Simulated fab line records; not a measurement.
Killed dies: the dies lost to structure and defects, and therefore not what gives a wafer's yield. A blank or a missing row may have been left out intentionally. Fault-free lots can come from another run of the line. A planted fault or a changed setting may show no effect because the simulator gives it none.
A lot that was struck, set against a sound lot | flow n5-finfet | 42 steps out of a route of 1938
Sound: these wafers, L549.1, L549.2, L549.3. Struck: wafer L555.5 (left out: L555.3, a lot-mate that was not struck); the cause follows at the end.
For every step that has rows: the tool of each side, followed by ch and its chambers, followed by its first start. Under that, the readings that differ: sound wafers | struck wafers | difference of the means | sigmas: that difference in standard deviations of wafers without a fault.
alike: readings with means less than 2 such deviations apart, plus words and numbers identical on both sides. not compared: withheld readings, readings lacking a value on some wafer, bounds such as >300 that could conceal the same value, and numbers that have no deviation in the record and whose values overlap.
A row with sigmas, a row that says differs or no value, or rows on one side alone: a step with any of these is where the two part. When numbers do not overlap yet have no deviation, they are printed without sigmas and do not part them. A reading missing from all wafers of one side parts the sides only when that side holds two or more wafers.

N5_PMOS_HMC_CHANNEL_EPI_OVL_MEAS_10:
  sound on overlay-01 ch 0, day 2 17:50; struck on overlay-01 ch 0, day 4 05:33
  alike: PMOS_HMC_BLK_OVL
N5_PMOS_HMC_CHANNEL_EPI_INSPECT_11: inspects for defects (macro).
  struck on defect-inspect-02, day 4 05:35; sound on defect-inspect-01, day 2 17:51
  alike: raw-defect-count
then, 3 steps without rows for these wafers: N5_PMOS_HMC_CHANNEL_EPI_DESCUM_14 (chemistry O2, time 7.9 s); N5_PMOS_HMC_CHANNEL_EPI_ETCH_32 (etches BARC in N2/H2, stops on SiO2, target depth 85.8 nm, time 50.3 s); N5_PMOS_HMC_CHANNEL_EPI_HM_OPEN_15 (chemistry CHF3/O2, target SiO2, target depth 40.6 nm, time 20.3 s).
N5_PMOS_HMC_CHANNEL_EPI_STRIP_33: strips in N2/H2.
  sound on rie-diel-01 ch 0,2, day 2 18:05; struck on rie-diel-01 ch 0, day 4 05:44
  reading               | sound          | struck | difference | sigmas
  oes-product-au (a.u.) | 0.68 0.83 0.68 | 0.98   | +0.25      | +3
  alike: drypump-motor-current-A, rf-vpp-V, showerhead-plenum-p-Torr, throttle-valve-pct
  not compared: rf-hours-counter-h
then, 6 steps without rows for these wafers: N5_PMOS_HMC_CHANNEL_EPI_STRIP_17 (strips in SPM, time 750 s); N5_PMOS_HMC_CHANNEL_EPI_ETCH_38 (etches SiO2 in CF4, target depth 1.5 nm); N5_PMOS_HMC_CHANNEL_EPI_FIN_RECESS_16 (chemistry HBr/Cl2, target Si, target depth 54 nm, time 18 s); N5_PMOS_HMC_CHANNEL_EPI_PRECLEAN_36 (cleans in O3/DIW, time 45 s); N5_PMOS_HMC_CHANNEL_EPI_PRECLEAN_18 (cleans in DHF, time 30 s); N5_PMOS_HMC_CHANNEL_EPI_SRD_19 (time 30 s).
N5_PMOS_HMC_CHANNEL_EPI_EPI_20: deposits SiGe30, target thk 59 nm.
  sound on epi-rpcvd-01 ch 0, day 2 18:36; struck on epi-rpcvd-03 ch 0, day 4 06:53
  reading                                                 | sound             | struck | difference | sigmas
  model.SiGe30_of_PMOS_HMC_CHANNEL_EPI_EPI_20.thk-nm (nm) | 58.97 59.58 59.39 | 39.13  | -20.18     |
then, 2 steps without rows for these wafers: N5_PMOS_HMC_CHANNEL_EPI_HM_STRIP_35 (strips SiO2 in dHF, material SiO2, target depth 39.6 nm, time 216 s); N5_PMOS_HMC_CHANNEL_EPI_SRD_39 (time 30 s).
N5_PMOS_HMC_CHANNEL_EPI_CMP_21: polishes SiGe30, target thk 54 nm.
  sound on cmp-01 ch 1,2,3, day 2 19:56; struck on cmp-03 ch 3, day 4 07:49
  alike: motor-current-A
N5_PMOS_HMC_CHANNEL_EPI_THK_MEAS_22:
  struck on film-metro-01, day 4 08:07; sound on film-metro-01, day 2 20:14
  reading          | sound          | struck | difference | sigmas
  HMC_CMP_THK (nm) | 53.3 53.8 52.9 | 39.1   | -14.2      | -13
then, 1 step without rows for these wafers: N5_PMOS_HMC_CHANNEL_EPI_PRECLEAN_40 (cleans in DHF, time 30 s).
N5_PMOS_HMC_CHANNEL_EPI_PRECLEAN_37: cleans in O3/DIW, time 45 s.
  sound on wet-bench-01 ch 1,5,6, day 2 20:16; struck on wet-bench-04 ch 3, day 4 08:10
  reading                                                 | sound            | struck | difference | sigmas
  model.SiGe30_of_PMOS_HMC_CHANNEL_EPI_EPI_20.thk-nm (nm) | 53.7 53.56 53.28 | 38.36  | -15.15     |
then, 2 steps without rows for these wafers: N5_PMOS_HMC_CHANNEL_EPI_PRECLEAN_24 (cleans in DHF, time 30 s); N5_PMOS_HMC_CHANNEL_EPI_SRD_25 (time 30 s).
N5_PMOS_HMC_CHANNEL_EPI_EPI_26: deposits Si from SiH4/H2, target thk 3.8 nm, time 22.7 s.
  sound on epi-rpcvd-03 ch 0, day 2 20:21; struck on epi-rpcvd-02 ch 0, day 4 08:23
  alike: throttle-valve-pct
N5_PMOS_HMC_CHANNEL_EPI_INSPECT_30: inspects for defects (darkfield).
  struck on defect-inspect-01, day 4 08:39; sound on defect-inspect-01, day 2 20:43
  alike: raw-defect-count
then, 4 steps without rows for these wafers: N5_FIN_SAQP_PRECLEAN_42 (cleans in O3/DIW, time 60 s); N5_FIN_SAQP_PRECLEAN_00 (cleans in SC1, time 60 s); N5_FIN_SAQP_PRECLEAN_44 (cleans in SC2, time 45 s); N5_FIN_SAQP_SRD_01 (time 30 s).
N5_FIN_SAQP_ALD_61: deposits SiO2, target thk 4 nm, pulse time 1 s, purge time 2 s.
  sound on ald-sin-01 ch 0,1,2, day 2 20:50; struck on ald-sin-03 ch 0, day 4 08:46
  alike: heater-power-w, precursor-pulse-height-rel
  not compared: since-wet-clean-h
then, 2 steps without rows for these wafers: N5_FIN_SAQP_DENSIFY_62 (time 60 s); N5_FIN_SAQP_HM_DEP_03 (deposits SiNx from SiH4/NH3/N2, target thk 38 nm, time 33.6 s).
N5_FIN_SAQP_THK_MEAS_05:
  struck on film-metro-01, day 4 09:17; sound on film-metro-02, day 2 21:21
  alike: thk-nm
then, 2 steps without rows for these wafers: N5_FIN_SAQP_PECVD_47 (deposits a-Si from SiH4/He, target thk 45 nm, time 36.3 s); N5_FIN_SAQP_PECVD_48 (deposits SiNx from SiH4/NH3/N2, target thk 25 nm, time 22.1 s).
N5_FIN_SAQP_PECVD_06: deposits a-Si from SiH4/He, target thk 60 nm, time 48.1 s.
  sound on pecvd-04 ch 0,1,2, day 2 21:28; struck on pecvd-04 ch 0, day 4 09:24
  reading            | sound        | struck | difference | sigmas
  heater-power-w (W) | 835 757 1104 | 1176   | +277       | +2
  alike: rf-fwd-power-W, showerhead-plenum-p-Torr, throttle-valve-pct
  not compared: since-wet-clean-h
N5_FIN_SAQP_THK_MEAS_07:
  struck on film-metro-02, day 4 09:29; sound on film-metro-01, day 2 21:34
  alike: thk-nm
then, 6 steps without rows for these wafers: N5_FIN_SAQP_HM_DEP_72 (deposits SiO2 from SiH4/N2O, target thk 12 nm, time 7.2 s); N5_FIN_SAQP_COAT_49 (time 60 s, resist thk 100 nm); N5_FIN_SAQP_COAT_50 (time 60 s, resist thk 35 nm); N5_FIN_SAQP_COAT_10 (resist thk 90 nm); N5_FIN_SAQP_EBR_12; N5_FIN_SAQP_SOFTBAKE_11 (time 60 s).
-- here the record skips 6 days between the struck wafers' starts before and after, leaving off in module FIN_SAQP and picking up in module BEOL_M4 (first step shown: number 1111 of the route) --
N5_BEOL_M4_RC_MEAS_101:
  sound on prober-02 ch 0, day 9 05:28; struck on prober-02 ch 0, day 10 14:26
  reading             | sound                     | struck  | difference | sigmas
  CJ_P                | 5.90 5.90 5.89            | 4.67    | -1.23      | -5
  DIBL_P (mV/V)       | 39.1 35.7 37.1            | 63.7    | +26.4      | +11
  IOFF_P (nA/um)      | 0.26 0.21 0.22            | 2.91    | +2.68      | +62
  IOFF_P_85C (nA/um)  | 4.3 3.6 3.7               | 32.3    | +28.4      | +46
  IOFF_P_LIN (nA/um)  | 0.115 0.100 0.101         | 0.192   | +0.087     | +6
  IOFF_P_LONG (nA/um) | 0.000104 0.000104 9.9e-05 | 7.3e-05 | -2.9e-05   | -5
  ION_P (uA/um)       | 470 471 454               | 371     | -94        | -10
  REXT_P (ohm.um)     | 103.4 103.4 104.4         | 111.8   | +8.1       | +3
  RS_NWELL (ohm/sq)   | 1039 1042 1038            | 1059    | +19        | +3
  SS_P (mV/dec)       | 74.5 73.7 74.0            | 95.0    | +20.9      | +28
  VT_P_LONG (mV)      | -274.6 -273.6 -274.2      | -283.4  | -9.3       | -4
  alike: DIBL_N, IOFF_N, ION_N, SS_N, VT_N, VT_P

== WHERE THEY PART ==
Earliest at N5_PMOS_HMC_CHANNEL_EPI_STRIP_33; latest, in this record, at N5_BEOL_M4_RC_MEAS_101.

WHY: what the simulator had put in
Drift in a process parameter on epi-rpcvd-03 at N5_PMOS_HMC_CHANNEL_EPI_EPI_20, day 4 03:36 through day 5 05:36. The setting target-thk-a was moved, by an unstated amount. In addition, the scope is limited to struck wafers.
